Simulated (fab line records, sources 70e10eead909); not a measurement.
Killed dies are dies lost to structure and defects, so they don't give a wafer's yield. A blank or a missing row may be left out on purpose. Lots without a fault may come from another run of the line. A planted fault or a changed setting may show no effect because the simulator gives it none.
Chamber matching | flow nand_harc | NHARC_A_WL_FILL_ALD_19 on ald_metal-04: 4 sister chambers
The step deposits TiN, target thk 2 nm, pulse time 3 s, ald cycles 100. 8 wafers are shown with their chamber, then 12 later ones without.

WAFERS WITH THEIR CHAMBER
wafer  | chamber | heater_power_w (W) | precursor_pulse_height_rel
L079.5 | 1       | 1012               | 1.014
L079.2 | 0       | 1082               | 0.983
L085.1 | 0       | 1058               | 1.024
L085.3 | 2       | 905                | 1.017
L085.5 | 3       | 1067               | 0.970
L091.3 | 1       | 1000               | 1.025
L091.5 | 2       | 908                | 0.992
L091.6 | 3       | 1071               | 0.963

WAFERS WITHOUT THEIR CHAMBER
wafer  | heater_power_w (W) | precursor_pulse_height_rel
L093.2 | 1067               | 0.992
L093.4 | 926                | 1.014
L093.6 | 1054               | 0.980
L090.1 | 978                | 1.007
L090.2 | 1057               | 0.976
L090.3 | 1062               | 0.982
L090.4 | 924                | 1.018
L090.5 | 1000               | 0.997
L090.6 | 928                | 1.009
L092.1 | 992                | 1.036
L092.3 | 887                | 0.991
L092.4 | 1058               | 1.024

WHICH CHAMBER EACH WENT THROUGH
wafer  | from the rows above     | in truth
L093.2 | can't be placed: 0 or 3 | 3
L093.4 | 2                       | 2
L093.6 | can't be placed: 3 or 0 | 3
L090.1 | 1                       | 1
L090.2 | can't be placed: 3 or 0 | 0
L090.3 | can't be placed: 3 or 0 | 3
L090.4 | 2                       | 2
L090.5 | 1                       | 1
L090.6 | 2                       | 2
L092.1 | 1                       | 1
L092.3 | 2                       | 2
L092.4 | can't be placed: 0 or 3 | 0
Placed correctly: 7 of 12. Can't be placed from these rows: 5 (the true chamber is among the candidates in 5). Placed wrongly: 0.
How it was worked out, from the rows above alone: a wafer's distance from a chamber is the root of the sum, over the readings, of the square of ((its reading less the chamber's mean) divided by the reading's scatter). The wafer belongs to the nearest chamber; if the next one is less than 2 further off, it can't be placed. A chamber's mean is the mean of its shown wafers. The scatter: the root of (the sum of the squares of (reading less its chamber's mean) over the shown wafers, divided by (wafers less chambers)).
